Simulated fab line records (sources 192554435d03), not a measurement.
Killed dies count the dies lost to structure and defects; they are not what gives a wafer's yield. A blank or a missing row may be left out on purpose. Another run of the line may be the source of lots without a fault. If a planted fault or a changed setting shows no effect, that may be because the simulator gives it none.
fab line records -- flow n5Finfet
record: lots: 8, wafers: 24, lastDay: 20
route steps=1938 shown SDB@359 HKMG_FIN@387 BEOL_M4@1111 PASSIVATION@1936
lots that met no fault: taken from a fault-free run of the same line
startH: the number of hours between the record's first day and the start of the first shown wafer of the lot -- waitH: time in hours since the lot's previous step -- " same as the row above -- L1.1+2: a row that stands for several wafers -- - either no value or no given start -- * or withheld: withheld -- < > ~ a bound
route shown NAME@n: NAME is a module with steps in the file, n the number in the route of the first one -- usual: average and standard deviation across the fault-free wafers -- same: alike in all rows -- chamber/n: place in a boat -- sites: the reading at each site -- _std_site: standard deviation across them -- _edge_site: mean of outer sites minus mean of inner sites -- radiusMm: how far each site lies from the wafer's centre -- mask NAME#n: copy n -- behind: the tool/chamber that last shaped the wafer -- hold: why the lot went on hold/how many hours it stayed there/how the hold came to an end -- device: which transistor (n, p or np) failed to switch -- end of line: at the end of the route, the tests of the same wafers -- for a step that has no rows: nothing shown but its recipe -- killed: not the wafer's yield, but the dies lost to structure and defects at the first sort -- map: shows each die of a wafer: x if killed, . if not, _ if none is there
set.NAME: the run value of the setting; set.NAME@STEP: its run value at that earlier step -- model.NAME: the simulator's own value behind a step, which no gauge read
route steps across a sampled set of lots; one table per step, one row per wafer
services: when a tool's chamber went out of use (startH, in hours from the record's first day, below 0 if earlier), for how many hours, and the reason
== steps ==
step: N5_SDB_DESCUM_16
recipe: chemistry: O2, timeS: 7.9, sourcePowerW: 50, biasPowerW: 20, pressureMtorr: 20, rfFrequencyHz: 2.712e+07, tempC: 40, resist: CAR-ArF, o2FlowSccm: 225
usual: chamberPressureMTorr: 19.998/0.018, drypumpMotorCurrentA: 5.8/0.5, o2FlowSccm: 224.9/0.63, oesProductAu: 0.74/0.075, rfVppV: 243.2/1.5, showerheadPlenumPTorr: 2.10/0.085, throttleValvePct: 20.41/0.28
lot.wafer,tool,chamber,startH,waitH,chamberPressureMTorr,drypumpMotorCurrentA,o2FlowSccm,oesProductAu,rfHoursCounterH,rfVppV,showerheadPlenumPTorr,throttleValvePct
L736.2,rieDiel-02,3,66.25,0.2,19.972,6.4,225.3,0.77,137,241.1,2.01,20.09
L736.3,rieDiel-02,1,66.25,0.2,19.991,5.5,224.5,0.75,168,241.8,2.10,20.77
L736.4,rieDiel-02,0,66.25,0.2,19.970,6.1,224.0,0.69,233,241.4,1.99,20.13
L737.1,rieDiel-02,3,74.76,0.0,19.983,6.3,224.6,0.77,140,241.8,2.01,20.08
L737.4,rieDiel-02,2,74.76,0.0,20.026,5.2,223.9,0.71,202,243.2,2.07,20.37
L737.5,rieDiel-02,3,74.76,0.0,19.969,6.3,226.0,0.77,-,240.8,2.01,20.08
L738.3,rieDiel-03,0,82.35,0.5,19.980,4.8,225.1,0.69,222,243.0,2.07,20.34
L738.4,rieDiel-03,3,82.35,0.5,20.008,6.1,225.7,0.71,194,241.5,1.99,20.31
L738.5,rieDiel-03,0,82.35,0.5,20.015,4.9,224.6,0.69,-,242.4,2.07,20.35
L746.2,rieDiel-02,3,128.72,0.2,20.002,6.3,225.0,0.74,160,242.0,2.00,20.13
L746.4,rieDiel-02,2,128.72,0.2,19.997,5.2,225.4,0.69,-,242.6,2.07,20.40
L746.5,rieDiel-02,1,128.72,0.2,19.994,5.4,224.1,0.73,-,241.2,2.09,20.80
L747.1,rieDiel-06,2,136.15,0.0,19.981,6.2,225.3,0.69,205,244.2,2.18,20.57
L747.3,rieDiel-06,1,136.15,0.0,19.987,5.2,225.0,0.71,181,245.1,2.19,20.50
L747.6,rieDiel-06,1,136.15,0.0,19.999,5.2,225.2,0.70,-,244.7,2.19,20.52
L748.2,rieDiel-02,3,139.37,0.0,20.011,6.3,224.9,0.74,166,240.4,2.00,20.11
L748.3,rieDiel-02,0,139.37,0.0,20.023,6.1,225.9,1.00,1,245.2,2.24,19.85
L748.4,rieDiel-02,2,139.37,0.0,20.003,5.2,223.8,0.68,228,242.5,2.06,20.40
L758.1,rieDiel-03,1,197.71,0.1,20.018,5.9,226.1,0.76,165,242.7,2.19,20.98
L758.2,rieDiel-03,3,197.71,0.1,20.013,6.1,225.2,0.66,238,239.7,1.98,20.39
L758.4,rieDiel-03,0,197.71,0.1,19.982,4.8,224.2,0.94,4,242.2,2.06,20.07
L759.3,rieDiel-03,3,202.72,0.0,19.994,6.1,225.4,0.67,239,242.9,1.98,20.38
L759.5,rieDiel-03,2,202.72,0.0,19.991,5.6,225.1,0.72,-,241.9,1.99,20.35
L759.6,rieDiel-03,3,202.72,0.0,19.985,6.1,225.2,0.67,-,241.4,1.98,20.39
step: N5_HKMG_FIN_HK_ANNEAL_02
recipe: tempC: 700, timeS: 30, ambient: N2, idleTempC: 600, rampUpCPerS: 150, rampDownCPerS: 60, coolToC: 600
usual: lampPowerPct: 8.79/0.057, lamp_zone_1_pct: 8.798/0.0097, lamp_zone_2_pct: 8.798/0.0078, lamp_zone_3_pct: 8.799/0.01, lamp_zone_4_pct: 8.794/0.011, lamp_zone_5_pct: 8.797/0.0099, lamp_zone_6_pct: 8.726/0.011, lamp_zone_7_pct: 9.194/0.011, wafer_temp_C_max: 702.9/0.63
lot.wafer,tool,chamber,startH,waitH,lampPowerPct,lamp_zone_1_pct,lamp_zone_2_pct,lamp_zone_3_pct,lamp_zone_4_pct,lamp_zone_5_pct,lamp_zone_6_pct,lamp_zone_7_pct,wafer_temp_C_max
L736.2,rtpAnneal-02,0,71.14,0.3,8.82,8.801,8.796,8.783,8.782,8.791,8.742,9.184,702.8
L736.3,rtpAnneal-02,0,71.14,0.3,8.79,8.801,8.791,8.800,8.796,8.817,8.723,9.213,703.8
L736.4,rtpAnneal-02,0,71.14,0.3,8.78,8.791,8.803,8.790,8.797,8.805,8.738,9.205,702.8
L737.1,rtpAnneal-02,0,79.45,0.2,8.82,8.794,8.800,8.808,8.803,8.784,8.721,9.199,701.6
L737.4,rtpAnneal-02,0,79.45,0.2,8.95,8.798,8.790,8.801,8.805,8.802,8.739,9.194,702.3
L737.5,rtpAnneal-02,0,79.45,0.2,8.69,8.804,8.800,8.792,8.796,8.805,8.716,9.174,702.5
L738.3,rtpAnneal-01,0,87.89,0.2,8.86,8.803,8.797,8.814,8.805,8.796,8.730,9.194,703.4
L738.4,rtpAnneal-01,0,87.89,0.2,8.77,8.791,8.795,8.812,8.791,8.805,8.717,9.219,702.8
L738.5,rtpAnneal-01,0,87.89,0.2,8.80,8.778,8.793,8.796,8.789,8.785,8.721,9.187,702.6
L746.2,rtpAnneal-02,0,133.42,0.1,8.25,8.209,8.201,8.197,8.207,8.186,8.121,8.574,702.2
L746.4,rtpAnneal-02,0,133.42,0.1,8.16,8.189,8.203,8.195,8.207,8.200,8.147,8.554,702.3
L746.5,rtpAnneal-02,0,133.42,0.1,8.20,8.206,8.199,8.205,8.211,8.200,8.128,8.583,702.5
L747.1,rtpAnneal-02,0,140.96,0.1,8.15,8.203,8.207,8.212,8.204,8.207,8.122,8.586,702.8
L747.3,rtpAnneal-02,0,140.96,0.1,8.20,8.207,8.212,8.189,8.214,8.208,8.131,8.573,701.9
L747.6,rtpAnneal-02,0,140.96,0.1,8.18,8.202,8.200,8.195,8.197,8.189,8.139,8.581,701.9
L748.2,rtpAnneal-01,0,144.18,0.2,8.86,8.796,8.797,8.800,8.798,8.797,8.747,9.191,702.0
L748.3,rtpAnneal-01,0,144.18,0.2,8.79,8.806,8.794,8.798,8.782,8.781,8.718,9.189,703.0
L748.4,rtpAnneal-01,0,144.18,0.2,8.79,8.785,8.790,8.810,8.799,8.808,8.713,9.186,702.3
L758.1,rtpAnneal-01,0,202.33,0.1,8.68,8.788,8.795,8.799,8.806,8.805,8.704,9.195,703.2
L758.2,rtpAnneal-01,0,202.33,0.1,8.78,8.807,8.801,8.797,8.774,8.780,8.718,9.180,703.2
L758.4,rtpAnneal-01,0,202.33,0.1,8.68,8.779,8.798,8.818,8.790,8.810,8.745,9.202,702.2
L759.3,rtpAnneal-02,0,207.59,0.2,8.74,8.806,8.805,8.805,8.810,8.796,8.723,9.191,701.9
L759.5,rtpAnneal-02,0,207.59,0.2,8.73,8.792,8.798,8.811,8.790,8.799,8.713,9.198,703.5
L759.6,rtpAnneal-02,0,207.59,0.2,8.71,8.785,8.802,8.805,8.803,8.812,8.721,9.202,702.2
step: N5_HKMG_FIN_DESCUM_53
recipe: chemistry: O2, timeS: 7.9, sourcePowerW: 50, biasPowerW: 20, pressureMtorr: 20, rfFrequencyHz: 2.712e+07, tempC: 40, resist: CAR-ArF, o2FlowSccm: 225
usual: chamberPressureMTorr: 20.002/0.017, drypumpMotorCurrentA: 5.8/0.5, o2FlowSccm: 225.0/0.69, oesProductAu: 0.73/0.063, rfVppV: 243.0/1.3, showerheadPlenumPTorr: 2.09/0.082, throttleValvePct: 20.44/0.28
lot.wafer,tool,chamber,startH,waitH,chamberPressureMTorr,drypumpMotorCurrentA,o2FlowSccm,oesProductAu,rfHoursCounterH,rfVppV,showerheadPlenumPTorr,throttleValvePct
L736.2,rieDiel-02,1,72.20,0.3,19.997,5.5,225.9,0.74,170,242.6,2.10,20.76
L736.3,rieDiel-02,2,72.20,0.3,20.011,5.2,224.8,0.72,201,243.3,2.07,20.37
L736.4,rieDiel-02,3,72.20,0.3,20.013,6.3,224.3,0.77,139,242.6,2.01,20.08
L737.1,rieDiel-02,2,80.96,0.6,20.016,5.2,224.4,0.71,203,243.2,2.07,20.38
L737.4,rieDiel-02,0,80.96,0.6,20.012,6.1,225.5,0.69,237,240.1,1.99,20.14
L737.5,rieDiel-02,2,80.96,0.6,20.001,5.2,224.1,0.71,-,241.8,2.07,20.37
L738.3,rieDiel-03,3,88.69,0.0,19.980,6.1,223.9,0.70,197,241.6,1.99,20.35
L738.4,rieDiel-03,1,88.69,0.0,20.030,5.9,224.0,0.81,120,244.9,2.21,20.95
L738.5,rieDiel-03,0,88.69,0.0,20.018,4.9,224.2,0.68,-,242.4,2.07,20.35
L746.2,rieDiel-06,2,134.24,0.0,20.004,6.2,225.3,0.70,204,242.7,2.18,20.58
L746.4,rieDiel-06,3,134.24,0.0,19.995,6.8,224.4,0.72,206,243.8,2.15,20.23
L746.5,rieDiel-06,2,134.24,0.0,20.000,6.1,224.9,0.70,-,244.7,2.18,20.57
L747.1,rieDiel-06,2,141.79,0.1,19.995,6.2,225.6,0.70,207,243.7,2.18,20.56
L747.3,rieDiel-06,3,141.79,0.1,20.017,6.8,224.6,0.72,208,243.8,2.14,20.24
L747.6,rieDiel-06,1,141.79,0.1,19.993,5.2,224.4,0.71,-,244.7,2.19,20.52
L748.2,rieDiel-03,0,145.01,0.0,19.993,4.9,224.2,0.67,242,242.9,2.07,20.38
L748.3,rieDiel-03,1,145.01,0.0,19.998,5.9,224.4,0.78,143,245.4,2.20,20.96
L748.4,rieDiel-03,0,145.01,0.0,20.008,4.9,224.2,0.67,-,242.6,2.07,20.37
L758.1,rieDiel-06,3,203.18,0.0,19.999,6.8,225.9,0.70,229,243.7,2.14,20.28
L758.2,rieDiel-06,1,203.18,0.0,20.030,5.2,225.0,0.69,204,244.4,2.18,20.54
L758.4,rieDiel-06,0,203.18,0.0,20.020,5.9,225.0,0.73,196,245.2,2.15,20.45
L759.3,rieDiel-02,2,208.26,0.0,19.997,5.2,225.7,0.68,250,241.5,2.06,20.44
L759.5,rieDiel-02,1,208.26,0.0,19.987,5.5,225.7,0.72,-,243.2,2.08,20.84
L759.6,rieDiel-02,2,208.26,0.0,20.009,5.2,225.0,0.67,-,241.7,2.06,20.44
step: N5_HKMG_FIN_ETCH_54
recipe: chemistry: CF4, target: SiARC, targetDepthA: 455, maskMaterial: CAR-ArF, timeS: 75.8, ionEnergyEv: 80, pressureMtorr: 40, sourceW: 545, biasW: 36, Ar_flow_sccm: 100, cf4FlowSccm: 100, ends: cleared
usual: chamberPressureMTorr: 40.01/0.039, drypumpMotorCurrentA: 5.8/0.5, etchRfOnTimeS: 75.3/1.7, oesProductAu: 0.63/0.055, rfVppV: 184.0/1.3, showerheadPlenumPTorr: 2.14/0.076, throttleValvePct: 15.65/0.24
lot.wafer,tool,chamber,startH,waitH,chamberPressureMTorr,drypumpMotorCurrentA,etchRfOnTimeS,oesProductAu,rfHoursCounterH,rfVppV,showerheadPlenumPTorr,throttleValvePct
L736.2,rieDiel-02,1,72.24,0.0,40.07,5.5,76.6,0.63,170,185.6,2.12,15.89
L736.3,rieDiel-02,2,72.24,0.0,40.04,5.2,73.6,0.62,201,182.1,2.14,15.70
L736.4,rieDiel-02,3,72.24,0.0,39.96,6.3,74.3,0.65,139,183.1,2.06,15.33
L737.1,rieDiel-02,2,81.00,0.0,40.00,5.2,74.1,0.61,203,184.1,2.14,15.72
L737.4,rieDiel-02,0,81.00,0.0,40.06,6.1,76.0,0.60,237,182.0,2.03,15.39
L737.5,rieDiel-02,2,81.00,0.0,40.10,5.2,75.4,0.61,-,183.5,2.14,15.71
L738.3,rieDiel-03,3,88.73,0.0,40.06,6.1,76.4,0.60,197,183.6,2.03,15.52
L738.4,rieDiel-03,1,88.73,0.0,40.02,6.0,72.3,0.70,120,186.4,2.24,15.94
L738.5,rieDiel-03,0,88.73,0.0,39.92,4.8,75.3,0.60,-,183.7,2.13,15.67
L746.2,rieDiel-06,2,134.27,0.0,39.96,6.2,78.1,0.59,204,182.9,2.19,15.63
L746.4,rieDiel-06,3,134.27,0.0,39.99,6.8,78.5,0.61,206,185.2,2.22,15.66
L746.5,rieDiel-06,2,134.27,0.0,40.02,6.1,78.1,0.58,-,185.7,2.19,15.62
L747.1,rieDiel-06,2,141.83,0.0,40.00,6.2,75.5,0.60,207,185.2,2.19,15.63
L747.3,rieDiel-06,3,141.83,0.0,39.93,6.7,77.2,0.60,208,184.4,2.22,15.67
L747.6,rieDiel-06,1,141.83,0.0,39.99,5.2,72.9,0.61,-,186.2,2.22,15.65
L748.2,rieDiel-03,0,145.04,0.0,40.02,4.9,75.1,0.59,242,183.9,2.12,15.71
L748.3,rieDiel-03,1,145.04,0.0,39.93,5.9,73.0,0.69,143,183.7,2.23,16.00
L748.4,rieDiel-03,0,145.04,0.0,40.04,4.9,75.6,0.59,-,184.4,2.12,15.72
L758.1,rieDiel-06,3,203.21,0.0,39.99,6.8,78.9,0.59,229,183.8,2.22,15.70
L758.2,rieDiel-06,1,203.21,0.0,39.97,5.2,75.4,0.60,204,185.3,2.21,15.70
L758.4,rieDiel-06,0,203.21,0.0,40.07,5.9,77.0,0.62,196,185.8,2.20,15.76
L759.3,rieDiel-02,2,208.29,0.0,39.95,5.2,74.3,0.59,250,184.7,2.12,15.79
L759.5,rieDiel-02,1,208.29,0.0,40.05,5.4,76.2,0.60,-,184.2,2.11,15.96
L759.6,rieDiel-02,2,208.29,0.0,40.00,5.2,75.2,0.58,-,183.1,2.12,15.80
step: N5_BEOL_M4_RC_MEAS_101
usual: DIBL_N: 36.3/1.6, DIBL_P: 36.4/2.1, IOFF_N: 0.16/0.032, IOFF_P: 0.22/0.044, ION_N: 675/12, ION_P: 463/8.3, SS_N: 71.6/0.64, SS_P: 73.3/0.67, VT_N: 250/3.3, VT_P: -250/3.7
lot.wafer,tool,chamber,startH,waitH,DIBL_N[mV/V],DIBL_P[mV/V],IOFF_N[nA/um],IOFF_P[nA/um],ION_N[uA/um],ION_P[uA/um],SS_N[mV/dec],SS_P[mV/dec],VT_N[mV],VT_P[mV]
L738.3,prober-01,0,209.26,0.3,37.6,38.7,0.17,0.21,675,462,72.0,73.9,248,-250
L738.4,prober-01,0,209.26,0.3,35.8,35.3,0.13,0.16,672,452,71.6,72.1,252,-256
L738.5,prober-01,0,209.26,0.3,35.0,35.0,0.12,0.16,666,455,70.9,72.7,252,-255
L736.2,prober-01,0,221.38,0.2,33.9,34.4,0.12,0.18,664,454,70.7,72.0,254,-252
L736.3,prober-01,0,221.38,0.2,35.8,36.6,0.16,0.21,683,466,71.1,72.7,250,-253
L736.4,prober-01,0,221.38,0.2,33.8,33.3,0.12,0.17,663,460,71.6,72.3,252,-254
L737.1,prober-01,0,227.39,0.0,33.7,33.5,0.13,0.19,671,471,71.2,72.6,252,-249
L737.4,prober-01,0,227.39,0.0,33.8,33.5,0.12,0.19,659,464,71.0,73.0,254,-249
L737.5,prober-01,0,227.39,0.0,35.0,35.4,0.15,0.22,664,463,71.5,72.8,250,-251
L748.2,prober-01,0,279.55,0.2,37.1,37.6,0.17,0.23,692,464,72.2,73.9,248,-250
L748.3,prober-01,0,279.55,0.2,36.7,35.7,0.15,0.19,681,456,71.4,72.4,250,-252
L748.4,prober-01,0,279.55,0.2,35.6,34.2,0.13,0.18,670,453,71.1,72.9,251,-253
L746.2,prober-01,0,284.45,0.2,37.3,36.4,0.17,0.22,674,462,71.9,73.4,248,-250
L746.4,prober-01,0,284.45,0.2,37.8,38.6,0.20,0.28,689,474,71.8,73.5,247,-248
L746.5,prober-01,0,284.45,0.2,37.2,37.4,0.18,0.24,680,463,71.6,73.2,248,-245
L747.1,prober-02,0,287.00,0.0,33.5,32.7,0.13,0.19,673,468,71.2,71.8,250,-248
L747.3,prober-02,0,287.00,0.0,38.4,38.5,0.21,0.28,694,471,72.7,74.4,244,-246
L747.6,prober-02,0,287.00,0.0,35.4,35.6,0.17,0.26,695,479,71.5,73.4,250,-245
L758.1,prober-02,0,354.48,0.0,35.4,36.1,0.13,0.16,665,456,71.8,72.6,254,-253
L758.2,prober-02,0,354.48,0.0,34.7,35.6,0.13,0.16,662,456,71.1,73.2,252,-256
L758.4,prober-02,0,354.48,0.0,40.7,41.8,0.24,0.26,697,463,73.0,74.2,245,-247
L759.3,prober-01,0,381.41,0.3,35.7,34.9,0.15,0.21,665,459,71.9,72.9,250,-250
L759.5,prober-01,0,381.41,0.3,37.1,36.6,0.17,0.23,670,462,72.6,73.0,248,-248
L759.6,prober-01,0,381.41,0.3,35.8,35.0,0.15,0.21,680,463,72.4,72.9,253,-251
step: N5_PASSIVATION_PROBE_49
usual: defectLimitedYield: 91.4/1.2, killed_at_M0_to_M3: 35/11, killed_at_M4_up: 14/6, killedAtContacts: 12/6.7, killedAtFrontEnd: 37/9.7, killedAtOther: 3.5/2.5, killedDies: 102/15, killedOnRim: 13/3.6, killedOpen: 67/12, killedShort: 33/7.3, sort_bin_5_function: 5.1/0.81, sort_bin_6_memory: 3.2/0.65, sortNPass: 1078/15, sortYieldPct: 91.4/1.2
same: grossDies: 1180, killedAtBackSide: 0, sort_bin_4_leakage[%]: 0, sort_bin_8_speed[%]: 0
lot.wafer,tool,chamber,startH,waitH,defectLimitedYield[%],killed_at_M0_to_M3,killed_at_M4_up,killedAtContacts,killedAtFrontEnd,killedAtOther,killedDies,killedOnRim,killedOpen,killedShort,sort_bin_5_function[%],sort_bin_6_memory[%],sortNPass,sortYieldPct[%]
L736.2,prober-02,-,343.94,0.1,91.7,25,36,11,25,1,98,12,68,26,4.2,3.8,1082,91.7
L736.3,prober-02,-,343.99,0.1,93.8,21,21,8,20,3,73,10,46,23,3.8,1.8,1107,93.8
L736.4,prober-02,-,344.04,0.2,91.2,53,13,16,19,3,104,10,66,36,5.2,3.3,1076,91.2
L737.1,prober-01,-,356.70,0.0,90.8,19,10,14,60,6,109,18,58,48,5.5,3.6,1071,90.8
L737.4,prober-01,-,356.85,0.2,92.4,30,11,19,25,5,90,13,58,32,4.3,3.1,1090,92.4
L737.5,prober-01,-,356.90,0.2,92.3,23,9,13,39,7,91,7,62,29,4.4,3.0,1089,92.3
L746.5,prober-02,-,390.39,0.2,90.6,29,11,27,43,1,111,15,79,31,5.8,3.3,1069,90.6
killed by level:class
L736.2 BEOL_M4:geometricParticle:open=18 MOL_CONTACT_COAG:geometricParticle:open=10 STI_FIN_REVEAL:geometricParticle:open=9 BEOL_M0_SAQP:geometricParticle:short=6 BEOL_M0_SAQP:geometricParticle:open=6 BEOL_M4:geometricParticle:short=6 BEOL_M2:geometricParticle:open=5 BEOL_M3:geometricParticle:open=5
L736.3 BEOL_M4:geometricParticle:open=10 BEOL_M0_SAQP:geometricParticle:short=6 BEOL_M0_SAQP:geometricParticle:open=6 STI_FIN_REVEAL:geometricParticle:open=5 MOL_CONTACT_COAG:geometricParticle:short=4 MOL_CONTACT_COAG:geometricParticle:open=4 STI_FIN_REVEAL:geometricParticle:short=3 BEOL_M2:geometricParticle:open=3
L736.4 BEOL_M0_SAQP:geometricParticle:short=16 MOL_CONTACT_COAG:geometricParticle:open=12 BEOL_M2:geometricParticle:open=12 BEOL_M0_SAQP:geometricParticle:open=11 BEOL_M4:geometricParticle:open=6 DUMMY_GATE:geometricParticle:open=5 BEOL_M1:geometricParticle:open=5 MOL_CONTACT_COAG:geometricParticle:short=4
L737.1 FIN_SAQP:geometricParticle:short=24 FIN_SAQP:geometricParticle:open=14 MOL_CONTACT_COAG:geometricParticle:open=12 GATE_CUT:geometricParticle:short=5 BEOL_M0_SAQP:geometricParticle:open=5 BEOL_M3:geometricParticle:open=4 STI_FIN_REVEAL:geometricParticle:open=3 BEOL_M2:geometricParticle:open=3
L737.4 MOL_CONTACT_COAG:geometricParticle:open=15 STI_FIN_REVEAL:geometricParticle:open=8 BEOL_M2:geometricParticle:open=6 FIN_SAQP:geometricParticle:open=5 BEOL_M0_SAQP:geometricParticle:open=5 FIN_SAQP:geometricParticle:short=4 MOL_CONTACT_COAG:geometricParticle:short=4 BEOL_M1:geometricParticle:short=4
L737.5 MOL_CONTACT_COAG:geometricParticle:open=11 FIN_SAQP:geometricParticle:open=9 FIN_SAQP:geometricParticle:short=8 BEOL_M2:geometricParticle:open=7 STI_FIN_REVEAL:geometricParticle:open=6 BEOL_M1:geometricParticle:open=6 BEOL_M1:geometricParticle:short=4 STARTING-WAFER:geometricParticle:open=4
L746.5 MOL_CONTACT_COAG:geometricParticle:open=25 FIN_SAQP:geometricParticle:open=9 FIN_SAQP:geometricParticle:short=9 GATE_CUT:geometricParticle:short=6 BEOL_M0_SAQP:geometricParticle:open=6 BEOL_M3:geometricParticle:open=6 STI_FIN_REVEAL:geometricParticle:open=5 BEOL_M0_SAQP:geometricParticle:short=5
== services ==
tool,chamber,startH,hours,kind
rieDiel-02,3,46.09,4.0,repair
rieDiel-02,-,56.46,2.8,pm
rtpAnneal-02,-,62.82,5.4,pm
rtpAnneal-01,-,68.38,2.8,pm
rtpAnneal-02,-,71.78,2.9,repair
rieDiel-03,2,77.09,4.3,repair
rieDiel-06,-,79.36,2.8,pm
rieDiel-02,0,115.19,-,clean
rieDiel-02,0,115.19,-,consumableReplace:focusRing
rieDiel-02,0,115.19,-,consumableReplace:showerhead
rieDiel-02,0,115.19,21.1,scheduledDown
rieDiel-02,0,115.19,21.1,ventCycle
rieDiel-06,0,119.41,1.3,repair
rieDiel-03,2,127.70,2.8,repair
rieDiel-03,0,163.82,-,clean
rieDiel-03,0,163.82,-,consumableReplace:focusRing
rieDiel-03,0,163.82,23.9,scheduledDown
rieDiel-03,0,163.82,23.9,ventCycle
rieDiel-02,2,187.41,4.7,repair
rieDiel-06,2,204.99,5.7,repair
== key ==
firstSign: step: N5_HKMG_FIN_HK_ANNEAL_02, reading: lamp_zone_2_pct, direction: down, sigmas: 77, usual: *, struck: *
effect: step: N5_HKMG_FIN_HK_ANNEAL_02, reading: lamp_zone_1_pct, direction: down, sigmas: 61, usual: *, struck: *
metAt N5_HKMG_FIN_HK_ANNEAL_02
struckLots L746,L747
notActingAt N5_SDB_DESCUM_16,N5_HKMG_FIN_DESCUM_53,N5_HKMG_FIN_ETCH_54
onsetBetween 79.45 133.42
fault: kind: processParameterDrift, tool: rtpAnneal-02, chamber: -, onsetH: 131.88, steps: N5_HKMG_FIN_HK_ANNEAL_02, channel: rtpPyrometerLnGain, offset: 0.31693, shape: step, endH: 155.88
